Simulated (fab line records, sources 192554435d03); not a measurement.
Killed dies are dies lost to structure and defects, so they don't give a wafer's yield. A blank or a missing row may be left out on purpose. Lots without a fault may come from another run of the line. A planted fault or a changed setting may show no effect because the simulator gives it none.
Split-lot experiment | flow n5_finfet | 7 lots, 39 wafers read, on a route of 1938 steps

THE SPLIT
At N5_BEOL_M5_CVD_47 (deposits Co from CCTBA/H2, target thk 3 nm, time 216 s), the setting target_thk_a was moved away from the recipe's 30 angstrom on 18 of the 39 wafers read, by -42.5% to +50.5%. The other wafers ran this setting at the recipe's value.

The reading is taken at the split's own step.

THE READING
Co_of_BEOL_M5_CVD_47.thk_nm (the simulator's own value, which no gauge read), in nm, at N5_BEOL_M5_CVD_47 (deposits Co from CCTBA/H2, target thk 3 nm, time 216 s). The file gives no usual value for it. The 21 wafers here that ran the recipe average 3.0 nm, standard deviation 0.14 nm.

wafer  | tool, chamber at the split | target_thk_a as run, angstrom | against the recipe | Co_of_BEOL_M5_CVD_47.thk_nm, nm | against lot-mates on the recipe
L076.1 | cvd_co-02, 1,0,1           | 30                            | recipe             | 3                               | -
L076.3 | cvd_co-02, 1,0,1           | 30                            | recipe             | 3                               | -
L076.4 | cvd_co-02, 1,0,1           | 30                            | recipe             | 3                               | -
L080.1 | cvd_co-02, 1               | 38.95                         | +29.8%             | 4                               | +0.9
L080.2 | cvd_co-02, 2,1             | 38.95                         | +29.8%             | 3.8                             | +0.7
L080.5 | cvd_co-02, 2,1             | 38.95                         | +29.8%             | 3.8                             | +0.7
L080.3 | cvd_co-02, 0               | 30                            | recipe             | 3                               | -
L080.4 | cvd_co-02, 0               | 30                            | recipe             | 3                               | -
L080.6 | cvd_co-02, 2               | 30                            | recipe             | 3.2                             | -
L082.1 | cvd_co-02, 0               | 18.38                         | -38.7%             | 2                               | -0.9
L082.2 | cvd_co-02, 1,0             | 18.38                         | -38.7%             | 1.8                             | -1.1
L082.4 | cvd_co-02, 1,0             | 18.38                         | -38.7%             | 1.8                             | -1.1
L082.3 | cvd_co-02, 2               | 30                            | recipe             | 3                               | -
L082.5 | cvd_co-02, 2               | 30                            | recipe             | 3                               | -
L082.6 | cvd_co-02, 1               | 30                            | recipe             | 2.8                             | -
L083.1 | cvd_co-02, 0               | 30                            | recipe             | 3.2                             | -
L083.2 | cvd_co-02, 2,2,0           | 17.25                         | -42.5%             | 1.8                             | -1.1
L083.5 | cvd_co-02, 2,2,0           | 17.25                         | -42.5%             | 1.8                             | -1.1
L083.6 | cvd_co-02, 2,2,0           | 17.25                         | -42.5%             | 1.8                             | -1.1
L083.3 | cvd_co-02, 1               | 30                            | recipe             | 2.8                             | -
L083.4 | cvd_co-02, 1               | 30                            | recipe             | 2.8                             | -
L087.1 | cvd_co-02, 0,2             | 24.8                          | -17.3%             | 2.6                             | -0.4
L087.2 | cvd_co-02, 0,2             | 24.8                          | -17.3%             | 2.6                             | -0.4
L087.3 | cvd_co-02, 1,2,0           | 30                            | recipe             | 3                               | -
L087.5 | cvd_co-02, 1,2,0           | 30                            | recipe             | 3                               | -
L087.6 | cvd_co-02, 1,2,0           | 30                            | recipe             | 3                               | -
L087.4 | cvd_co-02, 1               | 24.8                          | -17.3%             | 2.4                             | -0.6
L092.1 | cvd_co-02, 0               | 30                            | recipe             | 3                               | -
L092.2 | cvd_co-02, 1               | 30                            | recipe             | 2.8                             | -
L092.3 | cvd_co-02, 2               | 45.15                         | +50.5%             | 4.6                             | +1.6
L092.5 | cvd_co-02, 2               | 45.15                         | +50.5%             | 4.6                             | +1.6
L092.4 | cvd_co-02, 1               | 45.15                         | +50.5%             | 4.4                             | +1.4
L092.6 | cvd_co-02, 0               | 30                            | recipe             | 3.2                             | -
L090.1 | cvd_co-02, 1               | 30                            | recipe             | 2.8                             | -
L090.5 | cvd_co-02, 1               | 30                            | recipe             | 2.8                             | -
L090.2 | cvd_co-02, 0               | 30                            | recipe             | 3.2                             | -
L090.3 | cvd_co-02, 2,2,0           | 40.98                         | +36.6%             | 4.2                             | +1.3
L090.4 | cvd_co-02, 2,2,0           | 40.98                         | +36.6%             | 4.2                             | +1.3
L090.6 | cvd_co-02, 2,2,0           | 40.98                         | +36.6%             | 4.2                             | +1.3
Where a row lists several chambers, the file gives one row for several wafers and doesn't say which wafer went through which chamber.

THE FIT
A straight line over all 39 wafers: Co_of_BEOL_M5_CVD_47.thk_nm changes by +0.0298 nm for each +1% of target_thk_a; r = +0.99; the points scatter about the line by 0.12 nm.
The same after taking each lot's own level away (the mean of its wafers on the recipe; 39 wafers): +0.0292 nm for each +1%; r = +0.99; scatter 0.13 nm.
On that fit, the largest move of target_thk_a shifts the reading by 1.5 nm.
The lots' own levels span 2.93 to 3.07 nm, that is 1.0 times the standard deviation above.
So the lot-to-lot level changes the slope little: the two slopes agree.
Check: with one of the wafers moved furthest among these (+50.5%) left out of the fit, the line predicts +1.49 nm for it against its lot-mates. It came out at +1.6 nm against them.

OTHER SPLITS ON THESE WAFERS
These wafers also went through other splits before the reading. Each is held against what the fit with the lots' levels taken away leaves over:
other split on the same wafers          | wafers away from the commonest value | r with Co_of_BEOL_M5_CVD_47.thk_nm (lot level and that fit taken away)
N5_FIN_SAQP_SPACER1_ALD_24 ald_cycles   | 15                                   | -0.08
N5_SD_EPI_N_EPI_21 time_s               | 18                                   | +0.20
N5_MOL_CONTACT_COAG_PRECLEAN_111 time_s | 12                                   | +0.11
N5_BEOL_M1_ILD_DEP_00 target_thk_a      | 15                                   | +0.01

THE FILE'S OWN FIT
Co_of_BEOL_M5_CVD_47.thk_nm changes by +0.0292 nm for each +1% of target_thk_a, r = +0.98.
